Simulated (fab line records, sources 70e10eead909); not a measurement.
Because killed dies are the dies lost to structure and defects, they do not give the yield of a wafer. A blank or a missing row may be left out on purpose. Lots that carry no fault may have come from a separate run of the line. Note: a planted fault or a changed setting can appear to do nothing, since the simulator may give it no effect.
fab line records / flow nandHarc / part 2 of 2: steps 5 to 6 of 6
[record] lots = 23 wafers = 69 lastDay = 25
route steps=1159 shown A_STAIRCASE@559
lots that met no fault: taken from a fault-free run of the same line
startH: hours from the record's opening day to when the first of the lot's shown wafers began / waitH: how many hours have passed since the lot's step before this one / " same as the row above / L1.1+2: a single row standing in for several wafers / - no value present, or no start provided / * or withheld: withheld / < > ~ a bound
route shown NAME@n: names a module that has steps shown in the file, with the first one's number in the route / usual: the fault-free wafers' mean and standard deviation / same: alike in all rows / chamber/n: place in a boat / sites: readings site by site / _std_site: standard deviation across them / _edge_site: inner sites' mean taken away from outer sites' mean / radiusMm: how far each site lies from the wafer's centre / mask NAME#n: copy n / behind: the tool/chamber that last shaped the wafer / hold: cause of the lot's hold/its duration in hours/its outcome / device: transistor that didn't switch, given as n, p or np / end of line: the same wafers' tests at the end of the route / a step without rows: its recipe alone / killed: at the first sort, the dies lost to defects and structure; wafer yield is something else / map: a wafer's dies, marking killed ones x, the rest . and places with no die _
set.NAME: the setting that was run; set.NAME@STEP: the one run at that earlier step / model.NAME: the simulator's own value behind a step, which no gauge read
steps of the route over a sample of lots; a table a step, a row a wafer
services: when a tool's chamber went out of use (startH, in hours from the record's first day, below 0 if earlier), for how many hours, and the reason
[[steps]]
[step NHARC_A_STAIRCASE_TRIM_235]
[recipe] timeS = 211.2 o2FlowSccm = 500 arFlowSccm = 0 biasW = 0 chemistry = O2
[usual] drypumpMotorCurrentA = 5.6/0.39 oesProductAu = 1.004/0.0073 rfVppV = 57.8/0.96 showerheadPlenumPTorr = 3.55/0.17 throttleValvePct = 17.038/0.0091
lot.wafer=L074.3 tool=rieDiel-10 chamber=1 startH=- waitH=- drypumpMotorCurrentA=5.4 oesProductAu=0.993 rfHoursCounterH=17 rfVppV=58.8 showerheadPlenumPTorr=3.80 throttleValvePct=17.053
lot.wafer=L074.6 tool=rieDiel-10 chamber=1 startH=- waitH=- drypumpMotorCurrentA=5.5 oesProductAu=0.994 rfHoursCounterH=- rfVppV=57.1 showerheadPlenumPTorr=3.80 throttleValvePct=17.032
lot.wafer=L074.5 tool=rieDiel-10 chamber=2 startH=- waitH=- drypumpMotorCurrentA=6.1 oesProductAu=1.008 rfHoursCounterH=- rfVppV=58.4 showerheadPlenumPTorr=3.72 throttleValvePct=17.042
lot.wafer=L077.3 tool=rieDiel-10 chamber=3 startH=- waitH=- drypumpMotorCurrentA=5.3 oesProductAu=1.005 rfHoursCounterH=26 rfVppV=58.1 showerheadPlenumPTorr=3.66 throttleValvePct=17.047
lot.wafer=L077.2 tool=rieDiel-10 chamber=2 startH=- waitH=- drypumpMotorCurrentA=6.1 oesProductAu=1.008 rfHoursCounterH=24 rfVppV=59.5 showerheadPlenumPTorr=3.71 throttleValvePct=17.041
lot.wafer=L077.5 tool=rieDiel-10 chamber=0 startH=- waitH=- drypumpMotorCurrentA=5.3 oesProductAu=1.001 rfHoursCounterH=- rfVppV=55.7 showerheadPlenumPTorr=3.35 throttleValvePct=17.042
lot.wafer=L075.3 tool=rieDiel-05 chamber=2 startH=- waitH=- drypumpMotorCurrentA=5.3 oesProductAu=1.003 rfHoursCounterH=29 rfVppV=56.5 showerheadPlenumPTorr=3.56 throttleValvePct=17.012
lot.wafer=L075.2 tool=rieDiel-05 chamber=3 startH=- waitH=- drypumpMotorCurrentA=5.0 oesProductAu=1.013 rfHoursCounterH=25 rfVppV=58.2 showerheadPlenumPTorr=3.46 throttleValvePct=17.020
lot.wafer=L075.5 tool=rieDiel-05 chamber=1 startH=- waitH=- drypumpMotorCurrentA=6.0 oesProductAu=0.990 rfHoursCounterH=- rfVppV=56.3 showerheadPlenumPTorr=3.51 throttleValvePct=17.035
lot.wafer=L076.2 tool=rieDiel-05 chamber=2 startH=- waitH=- drypumpMotorCurrentA=5.3 oesProductAu=0.998 rfHoursCounterH=29 rfVppV=58.0 showerheadPlenumPTorr=3.56 throttleValvePct=17.041
lot.wafer=L076.5 tool=rieDiel-05 chamber=0 startH=- waitH=- drypumpMotorCurrentA=6.1 oesProductAu=0.992 rfHoursCounterH=- rfVppV=56.5 showerheadPlenumPTorr=3.28 throttleValvePct=17.053
lot.wafer=L076.6 tool=rieDiel-05 chamber=1 startH=- waitH=- drypumpMotorCurrentA=6.0 oesProductAu=0.992 rfHoursCounterH=- rfVppV=56.3 showerheadPlenumPTorr=3.51 throttleValvePct=17.039
lot.wafer=L078.2 tool=rieDiel-01 chamber=0 startH=- waitH=- drypumpMotorCurrentA=5.5 oesProductAu=0.997 rfHoursCounterH=47 rfVppV=58.2 showerheadPlenumPTorr=3.40 throttleValvePct=17.039
lot.wafer=L078.3 tool=rieDiel-01 chamber=1 startH=- waitH=- drypumpMotorCurrentA=6.0 oesProductAu=1.001 rfHoursCounterH=53 rfVppV=59.4 showerheadPlenumPTorr=3.67 throttleValvePct=17.034
lot.wafer=L078.6 tool=rieDiel-01 chamber=0 startH=- waitH=- drypumpMotorCurrentA=5.6 oesProductAu=0.995 rfHoursCounterH=- rfVppV=57.7 showerheadPlenumPTorr=3.40 throttleValvePct=17.035
lot.wafer=L079.4 tool=rieDiel-10 chamber=1 startH=- waitH=- drypumpMotorCurrentA=5.4 oesProductAu=1.001 rfHoursCounterH=29 rfVppV=57.6 showerheadPlenumPTorr=3.79 throttleValvePct=17.026
lot.wafer=L079.1 tool=rieDiel-10 chamber=2 startH=- waitH=- drypumpMotorCurrentA=6.1 oesProductAu=1.008 rfHoursCounterH=28 rfVppV=58.5 showerheadPlenumPTorr=3.71 throttleValvePct=17.034
lot.wafer=L079.6 tool=rieDiel-10 chamber=0 startH=- waitH=- drypumpMotorCurrentA=5.3 oesProductAu=1.004 rfHoursCounterH=- rfVppV=55.1 showerheadPlenumPTorr=3.35 throttleValvePct=17.026
lot.wafer=L080.2 tool=rieDiel-05 chamber=1 startH=- waitH=- drypumpMotorCurrentA=6.0 oesProductAu=1.010 rfHoursCounterH=40 rfVppV=57.4 showerheadPlenumPTorr=3.50 throttleValvePct=17.038
lot.wafer=L080.4 tool=rieDiel-05 chamber=2 startH=- waitH=- drypumpMotorCurrentA=5.3 oesProductAu=1.012 rfHoursCounterH=39 rfVppV=58.1 showerheadPlenumPTorr=3.55 throttleValvePct=17.040
lot.wafer=L080.5 tool=rieDiel-05 chamber=1 startH=- waitH=- drypumpMotorCurrentA=6.0 oesProductAu=1.009 rfHoursCounterH=- rfVppV=57.0 showerheadPlenumPTorr=3.51 throttleValvePct=17.028
lot.wafer=L082.2 tool=rieDiel-01 chamber=2 startH=- waitH=- drypumpMotorCurrentA=5.4 oesProductAu=0.999 rfHoursCounterH=63 rfVppV=57.8 showerheadPlenumPTorr=3.35 throttleValvePct=17.035
lot.wafer=L082.3 tool=rieDiel-01 chamber=3 startH=- waitH=- drypumpMotorCurrentA=5.0 oesProductAu=0.997 rfHoursCounterH=62 rfVppV=57.3 showerheadPlenumPTorr=3.29 throttleValvePct=17.046
lot.wafer=L082.4 tool=rieDiel-01 chamber=0 startH=- waitH=- drypumpMotorCurrentA=5.5 oesProductAu=0.999 rfHoursCounterH=54 rfVppV=57.5 showerheadPlenumPTorr=3.40 throttleValvePct=17.036
lot.wafer=L081.4 tool=rieDiel-10 chamber=2 startH=- waitH=- drypumpMotorCurrentA=6.1 oesProductAu=0.998 rfHoursCounterH=39 rfVppV=59.4 showerheadPlenumPTorr=3.70 throttleValvePct=17.059
lot.wafer=L081.1 tool=rieDiel-10 chamber=3 startH=- waitH=- drypumpMotorCurrentA=5.3 oesProductAu=1.012 rfHoursCounterH=41 rfVppV=57.9 showerheadPlenumPTorr=3.65 throttleValvePct=17.041
lot.wafer=L081.6 tool=rieDiel-10 chamber=1 startH=- waitH=- drypumpMotorCurrentA=5.5 oesProductAu=0.996 rfHoursCounterH=- rfVppV=58.4 showerheadPlenumPTorr=3.79 throttleValvePct=17.029
lot.wafer=L083.1 tool=rieDiel-10 chamber=3 startH=- waitH=- drypumpMotorCurrentA=5.3 oesProductAu=0.998 rfHoursCounterH=41 rfVppV=58.7 showerheadPlenumPTorr=3.65 throttleValvePct=17.037
lot.wafer=L083.2 tool=rieDiel-10 chamber=0 startH=- waitH=- drypumpMotorCurrentA=5.2 oesProductAu=1.001 rfHoursCounterH=41 rfVppV=57.8 showerheadPlenumPTorr=3.35 throttleValvePct=17.037
lot.wafer=L083.5 tool=rieDiel-10 chamber=0 startH=- waitH=- drypumpMotorCurrentA=5.3 oesProductAu=0.997 rfHoursCounterH=- rfVppV=58.0 showerheadPlenumPTorr=3.35 throttleValvePct=17.035
lot.wafer=L084.2 tool=rieDiel-10 chamber=0 startH=- waitH=- drypumpMotorCurrentA=5.3 oesProductAu=0.999 rfHoursCounterH=45 rfVppV=58.2 showerheadPlenumPTorr=3.34 throttleValvePct=17.047
lot.wafer=L084.1 tool=rieDiel-10 chamber=1 startH=- waitH=- drypumpMotorCurrentA=5.4 oesProductAu=0.998 rfHoursCounterH=43 rfVppV=57.3 showerheadPlenumPTorr=3.78 throttleValvePct=17.037
lot.wafer=L084.4 tool=rieDiel-10 chamber=3 startH=- waitH=- drypumpMotorCurrentA=5.3 oesProductAu=0.996 rfHoursCounterH=45 rfVppV=57.9 showerheadPlenumPTorr=3.65 throttleValvePct=17.033
lot.wafer=L085.1 tool=rieDiel-05 chamber=0 startH=- waitH=- drypumpMotorCurrentA=6.1 oesProductAu=1.005 rfHoursCounterH=57 rfVppV=56.2 showerheadPlenumPTorr=3.27 throttleValvePct=17.050
lot.wafer=L085.3 tool=rieDiel-05 chamber=1 startH=- waitH=- drypumpMotorCurrentA=6.0 oesProductAu=0.999 rfHoursCounterH=54 rfVppV=58.0 showerheadPlenumPTorr=3.50 throttleValvePct=17.013
lot.wafer=L085.6 tool=rieDiel-05 chamber=3 startH=- waitH=- drypumpMotorCurrentA=5.0 oesProductAu=1.007 rfHoursCounterH=- rfVppV=58.7 showerheadPlenumPTorr=3.45 throttleValvePct=17.054
lot.wafer=L088.2 tool=rieDiel-05 chamber=2 startH=- waitH=- drypumpMotorCurrentA=5.4 oesProductAu=1.009 rfHoursCounterH=54 rfVppV=58.8 showerheadPlenumPTorr=3.55 throttleValvePct=17.035
lot.wafer=L088.4 tool=rieDiel-05 chamber=3 startH=- waitH=- drypumpMotorCurrentA=5.0 oesProductAu=1.009 rfHoursCounterH=46 rfVppV=57.8 showerheadPlenumPTorr=3.45 throttleValvePct=17.045
lot.wafer=L088.1 tool=rieDiel-05 chamber=0 startH=- waitH=- drypumpMotorCurrentA=6.1 oesProductAu=0.996 rfHoursCounterH=58 rfVppV=57.6 showerheadPlenumPTorr=3.27 throttleValvePct=17.045
lot.wafer=L087.3 tool=rieDiel-10 chamber=3 startH=- waitH=- drypumpMotorCurrentA=5.3 oesProductAu=1.004 rfHoursCounterH=52 rfVppV=59.9 showerheadPlenumPTorr=3.65 throttleValvePct=17.034
lot.wafer=L087.1 tool=rieDiel-10 chamber=1 startH=- waitH=- drypumpMotorCurrentA=5.4 oesProductAu=0.996 rfHoursCounterH=51 rfVppV=58.8 showerheadPlenumPTorr=3.78 throttleValvePct=17.022
lot.wafer=L087.5 tool=rieDiel-10 chamber=2 startH=- waitH=- drypumpMotorCurrentA=6.1 oesProductAu=1.015 rfHoursCounterH=- rfVppV=58.5 showerheadPlenumPTorr=3.70 throttleValvePct=17.044
lot.wafer=L086.3 tool=rieDiel-01 chamber=0 startH=- waitH=- drypumpMotorCurrentA=5.6 oesProductAu=1.007 rfHoursCounterH=6 rfVppV=57.8 showerheadPlenumPTorr=3.39 throttleValvePct=17.036
lot.wafer=L086.5 tool=rieDiel-01 chamber=0 startH=- waitH=- drypumpMotorCurrentA=5.6 oesProductAu=1.011 rfHoursCounterH=- rfVppV=56.7 showerheadPlenumPTorr=3.39 throttleValvePct=17.051
lot.wafer=L086.6 tool=rieDiel-01 chamber=1 startH=- waitH=- drypumpMotorCurrentA=6.0 oesProductAu=1.001 rfHoursCounterH=- rfVppV=57.9 showerheadPlenumPTorr=3.66 throttleValvePct=17.044
lot.wafer=L090.4 tool=rieDiel-10 chamber=3 startH=- waitH=- drypumpMotorCurrentA=5.3 oesProductAu=0.993 rfHoursCounterH=56 rfVppV=58.8 showerheadPlenumPTorr=3.64 throttleValvePct=17.039
lot.wafer=L090.1 tool=rieDiel-10 chamber=0 startH=- waitH=- drypumpMotorCurrentA=5.2 oesProductAu=1.005 rfHoursCounterH=56 rfVppV=56.9 showerheadPlenumPTorr=3.34 throttleValvePct=17.028
lot.wafer=L090.6 tool=rieDiel-10 chamber=2 startH=- waitH=- drypumpMotorCurrentA=6.1 oesProductAu=1.001 rfHoursCounterH=- rfVppV=58.2 showerheadPlenumPTorr=3.69 throttleValvePct=17.025
lot.wafer=L089.4 tool=rieDiel-10 chamber=2 startH=- waitH=- drypumpMotorCurrentA=6.1 oesProductAu=1.006 rfHoursCounterH=55 rfVppV=59.2 showerheadPlenumPTorr=3.69 throttleValvePct=17.035
lot.wafer=L089.2 tool=rieDiel-10 chamber=3 startH=- waitH=- drypumpMotorCurrentA=5.3 oesProductAu=1.005 rfHoursCounterH=57 rfVppV=58.8 showerheadPlenumPTorr=3.64 throttleValvePct=17.052
lot.wafer=L089.5 tool=rieDiel-10 chamber=0 startH=- waitH=- drypumpMotorCurrentA=5.2 oesProductAu=1.009 rfHoursCounterH=- rfVppV=57.0 showerheadPlenumPTorr=3.34 throttleValvePct=17.041
lot.wafer=L091.1 tool=rieDiel-01 chamber=2 startH=- waitH=- drypumpMotorCurrentA=5.4 oesProductAu=0.998 rfHoursCounterH=12 rfVppV=56.3 showerheadPlenumPTorr=3.34 throttleValvePct=17.060
lot.wafer=L091.2 tool=rieDiel-01 chamber=3 startH=- waitH=- drypumpMotorCurrentA=5.0 oesProductAu=1.005 rfHoursCounterH=13 rfVppV=58.7 showerheadPlenumPTorr=3.80 throttleValvePct=17.040
lot.wafer=L091.3 tool=rieDiel-01 chamber=0 startH=- waitH=- drypumpMotorCurrentA=5.6 oesProductAu=1.008 rfHoursCounterH=12 rfVppV=56.8 showerheadPlenumPTorr=3.39 throttleValvePct=17.036
lot.wafer=L092.4 tool=rieDiel-01 chamber=0 startH=- waitH=- drypumpMotorCurrentA=5.6 oesProductAu=0.994 rfHoursCounterH=15 rfVppV=58.2 showerheadPlenumPTorr=3.38 throttleValvePct=17.036
lot.wafer=L092.3 tool=rieDiel-01 chamber=1 startH=- waitH=- drypumpMotorCurrentA=6.0 oesProductAu=1.003 rfHoursCounterH=13 rfVppV=58.5 showerheadPlenumPTorr=3.65 throttleValvePct=17.032
lot.wafer=L092.1 tool=rieDiel-01 chamber=2 startH=- waitH=- drypumpMotorCurrentA=5.4 oesProductAu=1.000 rfHoursCounterH=15 rfVppV=58.3 showerheadPlenumPTorr=3.34 throttleValvePct=17.044
lot.wafer=L094.4 tool=rieDiel-05 chamber=3 startH=- waitH=- drypumpMotorCurrentA=5.0 oesProductAu=0.999 rfHoursCounterH=8 rfVppV=56.7 showerheadPlenumPTorr=3.44 throttleValvePct=17.048
lot.wafer=L094.2 tool=rieDiel-05 chamber=1 startH=- waitH=- drypumpMotorCurrentA=6.0 oesProductAu=1.002 rfHoursCounterH=7 rfVppV=59.3 showerheadPlenumPTorr=3.49 throttleValvePct=17.042
lot.wafer=L094.6 tool=rieDiel-05 chamber=0 startH=- waitH=- drypumpMotorCurrentA=6.1 oesProductAu=1.004 rfHoursCounterH=- rfVppV=57.6 showerheadPlenumPTorr=3.80 throttleValvePct=17.046
lot.wafer=L095.2 tool=rieDiel-05 chamber=0 startH=- waitH=- drypumpMotorCurrentA=6.1 oesProductAu=1.011 rfHoursCounterH=8 rfVppV=59.3 showerheadPlenumPTorr=3.80 throttleValvePct=17.043
lot.wafer=L095.5 tool=rieDiel-05 chamber=0 startH=- waitH=- drypumpMotorCurrentA=6.0 oesProductAu=1.012 rfHoursCounterH=- rfVppV=57.2 showerheadPlenumPTorr=3.80 throttleValvePct=17.026
lot.wafer=L095.6 tool=rieDiel-05 chamber=1 startH=- waitH=- drypumpMotorCurrentA=6.1 oesProductAu=1.000 rfHoursCounterH=- rfVppV=57.2 showerheadPlenumPTorr=3.49 throttleValvePct=17.028
lot.wafer=L097.1 tool=rieDiel-01 chamber=3 startH=- waitH=- drypumpMotorCurrentA=5.0 oesProductAu=1.025 rfHoursCounterH=25 rfVppV=59.5 showerheadPlenumPTorr=3.79 throttleValvePct=17.021
lot.wafer=L097.2 tool=rieDiel-01 chamber=0 startH=- waitH=- drypumpMotorCurrentA=5.6 oesProductAu=1.026 rfHoursCounterH=24 rfVppV=57.8 showerheadPlenumPTorr=3.38 throttleValvePct=17.034
lot.wafer=L097.5 tool=rieDiel-01 chamber=3 startH=- waitH=- drypumpMotorCurrentA=5.1 oesProductAu=1.020 rfHoursCounterH=- rfVppV=58.3 showerheadPlenumPTorr=3.79 throttleValvePct=17.034
lot.wafer=L096.1 tool=rieDiel-05 chamber=1 startH=- waitH=- drypumpMotorCurrentA=6.0 oesProductAu=1.003 rfHoursCounterH=12 rfVppV=59.2 showerheadPlenumPTorr=3.49 throttleValvePct=17.032
lot.wafer=L096.6 tool=rieDiel-05 chamber=0 startH=- waitH=- drypumpMotorCurrentA=6.1 oesProductAu=1.006 rfHoursCounterH=- rfVppV=57.8 showerheadPlenumPTorr=3.80 throttleValvePct=17.025
lot.wafer=L096.5 tool=rieDiel-05 chamber=1 startH=- waitH=- drypumpMotorCurrentA=6.0 oesProductAu=1.002 rfHoursCounterH=- rfVppV=60.0 showerheadPlenumPTorr=3.49 throttleValvePct=17.046
[step NHARC_A_STAIRCASE_HM_DEP_462]
[recipe] targetThkA = 8000 tempC = 400 material = aC
[usual] throttleValvePct = 35.000/0.0085
lot.wafer=L074.3 tool=aclDep-01 chamber=0 startH=246.46 waitH=2.4 throttleValvePct=34.992
lot.wafer=L074.5 tool=aclDep-01 chamber=0 startH=246.46 waitH=2.4 throttleValvePct=34.996
lot.wafer=L074.6 tool=aclDep-01 chamber=0 startH=246.46 waitH=2.4 throttleValvePct=35.003
lot.wafer=L077.2 tool=aclDep-02 chamber=0 startH=262.71 waitH=0.4 throttleValvePct=35.004
lot.wafer=L077.3 tool=aclDep-02 chamber=0 startH=262.71 waitH=0.4 throttleValvePct=34.998
lot.wafer=L077.5 tool=aclDep-02 chamber=0 startH=262.71 waitH=0.4 throttleValvePct=35.017
lot.wafer=L075.2 tool=aclDep-01 chamber=0 startH=263.73 waitH=0.4 throttleValvePct=35.006
lot.wafer=L075.3 tool=aclDep-01 chamber=0 startH=263.73 waitH=0.4 throttleValvePct=34.986
lot.wafer=L075.5 tool=aclDep-01 chamber=0 startH=263.73 waitH=0.4 throttleValvePct=35.008
lot.wafer=L076.2 tool=aclDep-02 chamber=0 startH=267.05 waitH=0.4 throttleValvePct=35.011
lot.wafer=L076.5 tool=aclDep-02 chamber=0 startH=267.05 waitH=0.4 throttleValvePct=35.014
lot.wafer=L076.6 tool=aclDep-02 chamber=0 startH=267.05 waitH=0.4 throttleValvePct=34.999
lot.wafer=L079.1 tool=aclDep-02 chamber=0 startH=283.68 waitH=0.1 throttleValvePct=35.007
lot.wafer=L079.4 tool=aclDep-02 chamber=0 startH=283.68 waitH=0.1 throttleValvePct=34.990
lot.wafer=L079.6 tool=aclDep-02 chamber=0 startH=283.68 waitH=0.1 throttleValvePct=35.002
lot.wafer=L078.2 tool=aclDep-03 chamber=0 startH=283.80 waitH=0.4 throttleValvePct=34.996
lot.wafer=L078.3 tool=aclDep-03 chamber=0 startH=283.80 waitH=0.4 throttleValvePct=34.987
lot.wafer=L078.6 tool=aclDep-03 chamber=0 startH=283.80 waitH=0.4 throttleValvePct=35.012
lot.wafer=L080.2 tool=aclDep-02 chamber=0 startH=305.45 waitH=6.1 throttleValvePct=35.013
lot.wafer=L080.4 tool=aclDep-02 chamber=0 startH=305.45 waitH=6.1 throttleValvePct=34.997
lot.wafer=L080.5 tool=aclDep-02 chamber=0 startH=305.45 waitH=6.1 throttleValvePct=35.007
lot.wafer=L082.2 tool=aclDep-03 chamber=0 startH=312.29 waitH=2.5 throttleValvePct=35.010
lot.wafer=L082.3 tool=aclDep-03 chamber=0 startH=312.29 waitH=2.5 throttleValvePct=34.996
lot.wafer=L082.4 tool=aclDep-03 chamber=0 startH=312.29 waitH=2.5 throttleValvePct=34.997
lot.wafer=L081.1 tool=aclDep-01 chamber=0 startH=313.52 waitH=1.9 throttleValvePct=34.995
lot.wafer=L081.4 tool=aclDep-01 chamber=0 startH=313.52 waitH=1.9 throttleValvePct=34.987
lot.wafer=L081.6 tool=aclDep-01 chamber=0 startH=313.52 waitH=1.9 throttleValvePct=34.989
lot.wafer=L083.1 tool=aclDep-03 chamber=0 startH=313.86 waitH=1.7 throttleValvePct=34.991
lot.wafer=L083.2 tool=aclDep-03 chamber=0 startH=313.86 waitH=1.7 throttleValvePct=35.004
lot.wafer=L083.5 tool=aclDep-03 chamber=0 startH=313.86 waitH=1.7 throttleValvePct=34.988
lot.wafer=L084.1 tool=aclDep-01 chamber=0 startH=320.96 waitH=0.7 throttleValvePct=34.990
lot.wafer=L084.2 tool=aclDep-01 chamber=0 startH=320.96 waitH=0.7 throttleValvePct=35.000
lot.wafer=L084.4 tool=aclDep-01 chamber=0 startH=320.96 waitH=0.7 throttleValvePct=35.007
lot.wafer=L085.1 tool=aclDep-03 chamber=0 startH=329.98 waitH=0.2 throttleValvePct=35.013
lot.wafer=L085.3 tool=aclDep-03 chamber=0 startH=329.98 waitH=0.2 throttleValvePct=34.994
lot.wafer=L085.6 tool=aclDep-03 chamber=0 startH=329.98 waitH=0.2 throttleValvePct=34.995
lot.wafer=L088.1 tool=aclDep-01 chamber=0 startH=336.53 waitH=1.8 throttleValvePct=35.017
lot.wafer=L088.2 tool=aclDep-01 chamber=0 startH=336.53 waitH=1.8 throttleValvePct=35.002
lot.wafer=L088.4 tool=aclDep-01 chamber=0 startH=336.53 waitH=1.8 throttleValvePct=34.992
lot.wafer=L087.1 tool=aclDep-02 chamber=0 startH=336.67 waitH=0.9 throttleValvePct=35.017
lot.wafer=L087.3 tool=aclDep-02 chamber=0 startH=336.67 waitH=0.9 throttleValvePct=35.001
lot.wafer=L087.5 tool=aclDep-02 chamber=0 startH=336.67 waitH=0.9 throttleValvePct=34.994
lot.wafer=L086.3 tool=aclDep-01 chamber=0 startH=344.93 waitH=1.4 throttleValvePct=35.013
lot.wafer=L086.5 tool=aclDep-01 chamber=0 startH=344.93 waitH=1.4 throttleValvePct=35.003
lot.wafer=L086.6 tool=aclDep-01 chamber=0 startH=344.93 waitH=1.4 throttleValvePct=34.998
lot.wafer=L090.1 tool=aclDep-03 chamber=0 startH=349.70 waitH=0.1 throttleValvePct=35.007
lot.wafer=L090.4 tool=aclDep-03 chamber=0 startH=349.70 waitH=0.1 throttleValvePct=35.008
lot.wafer=L090.6 tool=aclDep-03 chamber=0 startH=349.70 waitH=0.1 throttleValvePct=34.994
lot.wafer=L089.2 tool=aclDep-01 chamber=0 startH=351.16 waitH=0.4 throttleValvePct=34.998
lot.wafer=L089.4 tool=aclDep-01 chamber=0 startH=351.16 waitH=0.4 throttleValvePct=34.990
lot.wafer=L089.5 tool=aclDep-01 chamber=0 startH=351.16 waitH=0.4 throttleValvePct=34.991
lot.wafer=L091.1 tool=aclDep-03 chamber=0 startH=364.85 waitH=4.5 throttleValvePct=34.990
lot.wafer=L091.2 tool=aclDep-03 chamber=0 startH=364.85 waitH=4.5 throttleValvePct=34.996
lot.wafer=L091.3 tool=aclDep-03 chamber=0 startH=364.85 waitH=4.5 throttleValvePct=35.010
lot.wafer=L092.1 tool=aclDep-03 chamber=0 startH=367.97 waitH=0.1 throttleValvePct=35.017
lot.wafer=L092.3 tool=aclDep-03 chamber=0 startH=367.97 waitH=0.1 throttleValvePct=34.995
lot.wafer=L092.4 tool=aclDep-03 chamber=0 startH=367.97 waitH=0.1 throttleValvePct=34.990
lot.wafer=L094.2 tool=aclDep-03 chamber=0 startH=378.76 waitH=2.1 throttleValvePct=34.996
lot.wafer=L094.4 tool=aclDep-03 chamber=0 startH=378.76 waitH=2.1 throttleValvePct=35.005
lot.wafer=L094.6 tool=aclDep-03 chamber=0 startH=378.76 waitH=2.1 throttleValvePct=34.985
lot.wafer=L095.2 tool=aclDep-02 chamber=0 startH=380.95 waitH=0.5 throttleValvePct=34.995
lot.wafer=L095.5 tool=aclDep-02 chamber=0 startH=380.95 waitH=0.5 throttleValvePct=34.996
lot.wafer=L095.6 tool=aclDep-02 chamber=0 startH=380.95 waitH=0.5 throttleValvePct=34.999
lot.wafer=L097.1 tool=aclDep-01 chamber=0 startH=384.21 waitH=0.1 throttleValvePct=35.002
lot.wafer=L097.2 tool=aclDep-01 chamber=0 startH=384.21 waitH=0.1 throttleValvePct=35.001
lot.wafer=L097.5 tool=aclDep-01 chamber=0 startH=384.21 waitH=0.1 throttleValvePct=34.995
lot.wafer=L096.1 tool=aclDep-02 chamber=0 startH=388.01 waitH=0.1 throttleValvePct=34.977
lot.wafer=L096.5 tool=aclDep-02 chamber=0 startH=389.21 waitH=1.3 throttleValvePct=34.997
lot.wafer=L096.6 tool=aclDep-02 chamber=0 startH=389.21 waitH=1.3 throttleValvePct=34.989
[[services]]
tool=rieDiel-05 chamber=3 startH=211.75 hours=6.3 kind=repair
tool=rieDiel-05 chamber=0 startH=222.88 hours=- kind=clean
tool=rieDiel-05 chamber=1 startH=222.88 hours=- kind=clean
tool=rieDiel-05 chamber=2 startH=222.88 hours=- kind=clean
tool=rieDiel-05 chamber=3 startH=222.88 hours=- kind=clean
tool=aclDep-03 chamber=- startH=225.91 hours=13.0 kind=pm
tool=rieDiel-05 chamber=3 startH=238.27 hours=3.0 kind=repair
tool=rieDiel-05 chamber=0 startH=247.88 hours=- kind=clean
tool=rieDiel-05 chamber=1 startH=247.88 hours=- kind=clean
tool=rieDiel-05 chamber=2 startH=247.88 hours=- kind=clean
tool=rieDiel-05 chamber=3 startH=247.88 hours=- kind=clean
tool=aclDep-02 chamber=- startH=251.58 hours=0.7 kind=repair
tool=rieDiel-05 chamber=0 startH=272.38 hours=- kind=clean
tool=rieDiel-05 chamber=1 startH=272.38 hours=- kind=clean
tool=rieDiel-05 chamber=2 startH=272.38 hours=- kind=clean
tool=rieDiel-05 chamber=3 startH=272.38 hours=- kind=clean
tool=aclDep-01 chamber=- startH=293.72 hours=13.0 kind=pm
tool=rieDiel-05 chamber=0 startH=296.92 hours=- kind=clean
tool=rieDiel-05 chamber=1 startH=296.92 hours=- kind=clean
tool=rieDiel-01 chamber=- startH=315.10 hours=9.0 kind=pm
tool=rieDiel-05 chamber=- startH=340.75 hours=9.0 kind=pm
tool=aclDep-02 chamber=- startH=349.60 hours=13.0 kind=pm
tool=rieDiel-10 chamber=- startH=353.50 hours=9.0 kind=pm
tool=rieDiel-01 chamber=2 startH=370.60 hours=14.2 kind=repair
